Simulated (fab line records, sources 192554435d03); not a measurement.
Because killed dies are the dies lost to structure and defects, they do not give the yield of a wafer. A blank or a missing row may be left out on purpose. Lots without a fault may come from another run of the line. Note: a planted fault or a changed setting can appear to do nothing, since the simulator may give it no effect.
Struck lot and sound lot, side by side || flow n5Finfet || 36 steps out of a route of 1938
Sound: these wafers, L924.1, L924.2, L924.5. Wafers L908.2, L908.3, L908.5 were the ones struck. The cause is named last.
At each step with rows: each side's tool, then ch and its chambers, then its first start. Under that, the readings that differ: sound wafers || struck wafers || difference of the means || sigmas: that difference in standard deviations of wafers without a fault.
alike: readings with means less than 2 such deviations apart, plus words and numbers identical on both sides. not compared: withheld readings, readings lacking a value on some wafer, bounds such as >300 that could conceal the same value, and numbers that have no deviation in the record and whose values overlap.
A row with sigmas, a row that says differs or no value, or rows on one side alone: a step with any of these is where the two part. Non-overlapping numbers with no deviation appear without sigmas and do not part them. A reading that every wafer of one side lacks parts them only if that side has two wafers or more.

first, 9 steps without rows for these wafers: N5_BEOL_M4_ANNEAL_95 (time 240 s); N5_BEOL_M4_SPUTTER_96 (material Cu, target thk 4.5 nm, time 8.29 s); N5_BEOL_M4_ECD_50 (material Cu, target thk 300 nm); N5_BEOL_M4_ANNEAL_51 (time 90 s); N5_BEOL_M4_CMP_52 (polishes, stops on SiOC, t overpolish 6.8 s, target thk 40 nm); N5_BEOL_M4_PRE_CLEAN_60 (time 15 s); N5_BEOL_M4_CO_CAP_55 (material Co, precursor CCTBA/H2, target thk 2 nm, time 102.1 s); N5_BEOL_M4_PRE_CLEAN_56 (time 15 s); N5_BEOL_M4_DEP_57 (deposits SiCN from 3MS/NH3, target thk 8 nm, time 14 s).
N5_BEOL_M4_RC_MEAS_101:
  sound on prober-01 ch 0, day 14 02:08; struck on prober-02 ch 0, day 9 07:56
  alike: DIBL_N, DIBL_P, IOFF_N, IOFF_P, ION_N, ION_P, SS_N, SS_P, VT_N, VT_P
then, 24 steps without rows for these wafers: N5_BEOL_M5_ILD_DEP_00 (deposits SiCOH lowk from DEMS/porogen, target thk 140.64 nm, time 25.9 s); N5_BEOL_M5_CURE_79 (cures SiCOH lowk, time 240 s); N5_BEOL_M5_PECVD_70 (deposits SiO2 from TEOS/O2, target thk 16 nm, time 18 s); N5_BEOL_M5_HM_DEP_02 (deposits TiN, target thk 20 nm); N5_BEOL_M5_COAT_59 (time 60 s, resist thk 60 nm); N5_BEOL_M5_COAT_60 (time 60 s, resist thk 12 nm); N5_BEOL_M5_COAT_71 (time 60 s, resist thk 5 nm); N5_BEOL_M5_COAT_05 (resist thk 30 nm); N5_BEOL_M5_EBR_07; N5_BEOL_M5_SOFTBAKE_06 (time 60 s); N5_BEOL_M5_EXPOSE_08 (exposes mask M5, target cd 28 nm); N5_BEOL_M5_PEB_09 (peb time 60 s); N5_BEOL_M5_DEVELOP_10 (develop time 30 s); N5_BEOL_M5_DESCUM_16 (chemistry O2, time 7 s); N5_BEOL_M5_ETCH_72 (etches underlayer in N2/H2, target depth 6.5 nm, time 5.2 s); N5_BEOL_M5_ETCH_61 (etches SiARC in CF4, target depth 15.6 nm, time 26 s); N5_BEOL_M5_ETCH_62 (etches SOC in N2/H2, target depth 75 nm, overetch 15 nm, time 112.5 s); N5_BEOL_M5_STRIP_63 (strips in N2/H2); N5_BEOL_M5_STRIP_73 (strips in N2/H2); N5_BEOL_M5_STRIP_64 (strips in CF4); N5_BEOL_M5_HM_OPEN_17 (chemistry Cl2/BCl3, target TiN, target depth 20 nm, overetch 6 nm); N5_BEOL_M5_STRIP_19 (strips in O2); N5_BEOL_M5_COAT_65 (time 60 s, resist thk 60 nm); N5_BEOL_M5_COAT_66 (time 60 s, resist thk 12 nm).
-- here the record skips 3 days between the struck wafers' starts before and after, leaving off in module BEOL_M5 and picking up in module BEOL_M13 (first step shown: number 1694 of the route) --
N5_BEOL_M13_ETCH_68: etches SOC in N2/H2, time 355 s.
  sound on rieDiel-01 ch 1,3, day 17 00:29; struck on rieDiel-02 ch 0,2,3, day 12 08:20
  no value came back on the struck wafers for any of 8 readings (biasW (W), chamberPressureMTorr (mTorr) and others); on the sound wafers biasW (W) reads 351.0 351.2 351.1
{"reading": "model.coat_of_BEOL_M13_COAT_22.thkNm (nm)", "sound": "0 0 0", "struck": "212 210.6 210.8", "difference": "+211", "sigmas": ""}
{"reading": "model.SiARC_of_BEOL_M13_COAT_66.thkNm (nm)", "sound": "77 77.4 77.8", "struck": "110 110 109.8", "difference": "+33", "sigmas": ""}
  not compared: rfHoursCounterH
N5_PASSIVATION_PROBE_49:
  only the struck wafers here have rows in the record (prober-01, day 13 17:20); the sound ones have none

WHERE THEY PART
First at N5_BEOL_M13_ETCH_68; last, within this record, at N5_PASSIVATION_PROBE_49.

WHY: what had been put in by the simulator
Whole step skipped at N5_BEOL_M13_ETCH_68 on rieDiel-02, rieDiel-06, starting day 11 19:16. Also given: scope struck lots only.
